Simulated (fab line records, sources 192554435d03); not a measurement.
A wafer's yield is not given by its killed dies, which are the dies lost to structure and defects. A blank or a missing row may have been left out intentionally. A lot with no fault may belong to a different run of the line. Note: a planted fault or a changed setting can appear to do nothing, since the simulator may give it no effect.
Struck lot and sound lot, side by side / flow n5-finfet / 36 out of 1938 route steps
Sound: wafers L876.1, L876.5, L876.6. Wafers struck: L879.4, L879.5, L879.6. The cause comes at the end.
Each step with rows lists, per side, the tool, then ch with its chambers, then its first start. Under that, the readings that differ: sound wafers / struck wafers / difference of the means / sigmas: that difference in standard deviations of wafers without a fault.
alike: same words and numbers on both sides, and readings whose means sit less than 2 such deviations apart. not compared: any withheld reading, any reading some wafer has no value for, any bound like >300 that may hide the same value, and any number with overlapping values for which the record gives no deviation.
Wherever a step has rows on one side only, a row that says differs or no value, or a row with sigmas, the two part there. Non-overlapping numbers with no deviation appear without sigmas and do not part them. Lack of a reading on every wafer of one side parts them only where that side has two or more wafers.

first, 9 steps without rows for these wafers: N5_BEOL_M13_PRE_CLEAN_42 (time 30 s); N5_BEOL_M13_SPUTTER_43 (material TaN, target thk 15 nm, time 24.19 s); N5_BEOL_M13_SPUTTER_44 (material Ta, target thk 10 nm, time 16.13 s); N5_BEOL_M13_SPUTTER_45 (material Cu, target thk 80 nm, time 13.33 s); N5_BEOL_M13_ECD_47 (material Cu, target thk 936 nm); N5_BEOL_M13_ANNEAL_48 (time 90 s); N5_BEOL_M13_CMP_49 (polishes, stops on SiOC, t overpolish 17.1 s, target thk 420 nm); N5_BEOL_M13_PRE_CLEAN_52 (time 15 s); N5_BEOL_M13_DEP_53 (deposits SiCN from 3MS/NH3, target thk 50 nm, time 17.8 s).
N5_BEOL_M14_ILD_DEP_00: deposits SiO2 from TEOS/O2, target thk 1119.3 nm, time 237.4 s.
  sound on pecvd-03 ch 0,1, day 11 20:42; struck on pecvd-03 ch 1,2, day 13 00:08
reading=model.SiO2_of_BEOL_M14_ILD_DEP_00.thk-nm (nm); sound=1112 1148 1129; struck=1672 1690 1661; difference=+545; sigmas=
  alike: heater-power-outer-w, heater-power-w, showerhead-plenum-p-Torr, showerhead-vpp-V, throttle-valve-pct
N5_BEOL_M14_THK_MEAS_01:
  struck on film-metro-01, day 13 00:19; sound on film-metro-02, day 11 20:53
reading=M14_ILD_THK (nm); sound=1112 1148 1129; struck=1672 1691 1659; difference=+544; sigmas=+30
then, 10 steps without rows for these wafers: N5_BEOL_M14_COAT_58 (time 60 s, resist thk 89 nm); N5_BEOL_M14_COAT_04 (resist thk 800 nm); N5_BEOL_M14_EBR_06; N5_BEOL_M14_SOFTBAKE_05 (time 60 s); N5_BEOL_M14_EXPOSE_07 (exposes mask V13); N5_BEOL_M14_PEB_08 (peb time 90 s); N5_BEOL_M14_DEVELOP_09 (develop time 45 s); N5_BEOL_M14_HARDBAKE_14 (time 120 s); N5_BEOL_M14_DESCUM_15 (chemistry O2, time 7.9 s); N5_BEOL_M14_ETCH_59 (etches BARC in N2/H2, target depth 89 nm, overetch 26.7 nm, time 67.9 s).
N5_BEOL_M14_VIA_ETCH_16: etches SiO2 in C4F8/O2/Ar, target depth 1231.3 nm.
  sound on rie-diel-05 ch 2,3, day 11 21:59; struck on rie-diel-02 ch 1,2,3, day 13 00:53
reading=model.etch.depth-nm (nm); sound=1112 1148 1129; struck=1672 1690 1661; difference=+545; sigmas=
reading=model.coat_of_BEOL_M14_COAT_04.thk-nm (nm); sound=467.8 457.8 455.6; struck=329.4 322.8 326.6; difference=-134.1; sigmas=
  alike: chamber-pressure-mTorr, drypump-motor-current-A, oes-product-au, rf-vpp-V, showerhead-plenum-p-Torr, throttle-valve-pct
then, 13 steps without rows for these wafers: N5_BEOL_M14_STRIP_63 (strips in O2); N5_BEOL_M14_STRIP_64 (strips in O2); N5_BEOL_M14_STRIP_71 (strips in post etch residue remover, time 60 s); N5_BEOL_M14_SRD_72 (time 30 s, dry time 30 s); N5_BEOL_M14_COAT_65 (time 60 s, resist thk 450 nm); N5_BEOL_M14_COAT_66 (time 60 s, resist thk 110 nm); N5_BEOL_M14_COAT_22 (resist thk 300 nm); N5_BEOL_M14_EBR_24; N5_BEOL_M14_SOFTBAKE_23 (time 60 s); N5_BEOL_M14_EXPOSE_25 (exposes mask M14, target cd 280 nm); N5_BEOL_M14_PEB_26 (peb time 90 s); N5_BEOL_M14_DEVELOP_27 (develop time 45 s); N5_BEOL_M14_HARDBAKE_32 (time 120 s).
N5_BEOL_M14_CMP_49: polishes, stops on SiO2, t overpolish 5.2 s, target thk 560 nm.
  sound on cmp-01 ch 2,3, day 12 03:32; struck on cmp-01 ch 0,1, day 13 06:20
reading=model.SiO2_of_BEOL_M14_ILD_DEP_00.thk-nm (nm); sound=1035 1066 1049; struck=1591 1612 1584; difference=+546; sigmas=
  alike: head-pressure-psi, motor-current-A

WHERE THEY PART
Only at N5_BEOL_M14_THK_MEAS_01, within this record. Later steps at which nothing parts them and some readings are alike: N5_BEOL_M14_VIA_ETCH_16, N5_BEOL_M14_CMP_49.

WHY: what the simulator had put in
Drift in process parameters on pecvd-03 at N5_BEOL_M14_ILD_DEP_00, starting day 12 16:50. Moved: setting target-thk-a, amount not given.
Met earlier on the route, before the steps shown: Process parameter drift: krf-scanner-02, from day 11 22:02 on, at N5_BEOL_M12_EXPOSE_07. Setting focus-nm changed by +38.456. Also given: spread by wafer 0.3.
